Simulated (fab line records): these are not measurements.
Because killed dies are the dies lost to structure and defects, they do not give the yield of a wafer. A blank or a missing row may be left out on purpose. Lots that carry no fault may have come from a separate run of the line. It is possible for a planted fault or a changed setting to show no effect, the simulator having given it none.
Comparing a struck lot with a sound one -- flow nand_harc -- 40 steps out of a route of 1302
Sound: the wafers L495.1, L495.4, L495.5. Struck: wafer L501.5. (L501.1, L501.6 of the same lot were not struck and are left out.) The cause comes at the end.
For every step that has rows: the tool of each side, followed by ch and its chambers, followed by its first start. Under that, the readings that differ: sound wafers -- struck wafers -- difference of the means -- sigmas: that difference in standard deviations of wafers without a fault.
alike: words and numbers the same on both sides, and readings whose means are apart by under 2 such deviations; not compared: readings that were withheld, readings missing a value for some wafer, numbers with overlapping values and no deviation given by the record, and bounds like >300 which may hide the same value.
The two part at a step that has a row with sigmas, a row that says differs or no value, or rows on one side only. When numbers do not overlap yet have no deviation, they are printed without sigmas and do not part them. A reading missing from all wafers of one side parts the sides only when that side holds two or more wafers.

first, 4 steps without rows for these wafers: NHARC_P_CONTACT_ETCH_35 (etches the open film in CF4, target depth 39 nm, time 65 s); NHARC_P_CONTACT_ETCH_36 (etches the open film in N2/H2, target depth 260 nm, time 406.25 s); NHARC_P_CONTACT_ETCH_18 (etches the open film in C4F8/O2/Ar, target depth 481 nm, time 240.5 s); NHARC_P_CONTACT_STRIP_37 (strips in C4F8/O2/Ar).
NHARC_P_CONTACT_ETCH_31: etches the open film in CH3F/O2, target depth 30 nm, time 85.7 s.
  sound on rie_diel-12 ch 0,1,2; struck on rie_diel-06 ch 3
reading,sound,struck,difference,sigmas
rf_vpp_V (V),244.5 245.3 246.6,241.8,-3.7,-2
  alike: drypump_motor_current_A, oes_product_au, showerhead_plenum_p_Torr, throttle_valve_pct
  not compared: rf_hours_counter_h
NHARC_P_CONTACT_CD_MEAS_19:
  sound on cd_sem-02, day 6 06:18; struck on cd_sem-02, day 8 17:28
reading,sound,struck,difference,sigmas
cd_nm (nm),91.0 90.1 90.2,88.3,-2.1,-2
NHARC_P_CONTACT_STRIP_28: strips in O2.
  sound on rie_diel-02 ch 0,2, day 6 06:23; struck on rie_diel-12 ch 1, day 8 17:33
reading,sound,struck,difference,sigmas
drypump_motor_current_A (A),4.9 4.8 4.8,6.5,+1.7,+3
  alike: oes_product_au, rf_vpp_V, showerhead_plenum_p_Torr, throttle_valve_pct
  not compared: rf_hours_counter_h
then, 1 step without rows for these wafers: NHARC_P_CONTACT_STRIP_29 (strips in post etch residue remover, time 1200 s).
NHARC_P_CONTACT_DEGAS_38: time 60 s.
  sound on pvd_sputter-03, day 6 07:02; struck on pvd_sputter-03, day 8 18:10
  alike: heater_power_w
then, 3 steps without rows for these wafers: NHARC_P_CONTACT_PRE_CLEAN_39 (time 19.5 s); NHARC_P_CONTACT_PVD_32 (deposits Ti, target thk 5 nm, time 17.7 s); NHARC_P_CONTACT_ALD_22 (deposits TiN, target thk 3 nm, pulse time 1 s, ald cycles 150).
NHARC_P_CONTACT_CVD_23: deposits W, target thk 200 nm, time 557 s.
  sound on cvd_w-01 ch 0,1, day 6 07:28; struck on cvd_w-02 ch 0, day 8 18:43
  alike: heater_power_w, mfc_h2_sccm, throttle_valve_pct
then, 12 steps without rows for these wafers: NHARC_P_CONTACT_CMP_24 (polishes, t overpolish 30 s, target thk 200 nm); NHARC_P_CONTACT_SRD_26; NHARC_P_M0_DEP_00 (deposits SiOC, target thk 150 nm); NHARC_P_M0_DEHYDRATE_01 (time 120 s); NHARC_P_M0_HMDS_02 (time 30 s); NHARC_P_M0_COAT_33 (time 65 s); NHARC_P_M0_COAT_03 (resist thk 90 nm); NHARC_P_M0_SOFTBAKE_04 (time 55 s); NHARC_P_M0_EBR_05; NHARC_P_M0_EXPOSE_06 (exposes mask P M0, target cd 90 nm); NHARC_P_M0_PEB_07 (peb time 65 s); NHARC_P_M0_DEVELOP_08 (develop time 35 s).
NHARC_P_M0_CD_MEAS_09: the cd target is 90 nm.
  sound on cd_sem-02 ch 0, day 6 09:33; struck on cd_sem-02 ch 0, day 8 20:29
  alike: cd_nm
NHARC_P_M0_OVL_MEAS_10: pitch 180 nm.
  sound on overlay-02, day 6 09:38; struck on overlay-01, day 8 20:34
  alike: overlay_x_nm, overlay_y_nm
then, 2 steps without rows for these wafers: NHARC_P_M0_DESCUM_14 (chemistry O2, time 3 s); NHARC_P_M0_ETCH_34 (etches the open film in N2/H2, target depth 40 nm, overetch 12 nm, time 43.94 s).
NHARC_P_M0_ETCH_15: etches the open film in C4F8/Ar, target depth 150 nm, overetch 15 nm, time 82.5 s.
  sound on rie_diel-11 ch 1,3; struck on rie_diel-11 ch 0
  alike: oes_product_au, rf_vpp_V
  not compared: rf_hours_counter_h
NHARC_P_M0_CD_MEAS_16:
  sound on cd_sem-03, day 6 10:02; struck on cd_sem-02, day 8 20:58
  alike: cd_nm
NHARC_P_M0_STRIP_18: strips in N2/H2.
  sound on rie_diel-03 ch 0,3, day 6 10:07; struck on rie_diel-11 ch 0, day 8 21:07
reading,sound,struck,difference,sigmas
drypump_motor_current_A (A),6.0 6.2 6.1,4.9,-1.2,-2
  alike: oes_product_au, rf_vpp_V, showerhead_plenum_p_Torr, throttle_valve_pct
  not compared: rf_hours_counter_h
then, 7 steps without rows for these wafers: NHARC_P_M0_STRIP_19 (strips in post etch residue remover, time 600 s); NHARC_P_M0_DEGAS_28 (time 60 s); NHARC_P_M0_PRE_CLEAN_29 (time 30 s); NHARC_P_M0_PVD_20 (deposits TaN, target thk 5 nm, time 8.06 s); NHARC_P_M0_PVD_21 (deposits Cu, target thk 30 nm, time 20.49 s); NHARC_P_M0_ECD_22 (material Cu, target thk 400 nm); NHARC_P_M0_ANNEAL_30 (time 90 s).
-- break in the record here, with 23 days between the starts of the struck wafers on either side (left off in module P_M0, picked up again in module END, where the first step shown is number 1302 on the route) --
NHARC_END_SORT_01:
  here the record holds rows for the struck wafers (prober-02 ch 0, day 31 12:15) but none for the sound ones

== WHERE THEY PART ==
Last at NHARC_END_SORT_01 as far as this record goes, first at NHARC_P_CONTACT_ETCH_31.

WHY: what had been put in by the simulator
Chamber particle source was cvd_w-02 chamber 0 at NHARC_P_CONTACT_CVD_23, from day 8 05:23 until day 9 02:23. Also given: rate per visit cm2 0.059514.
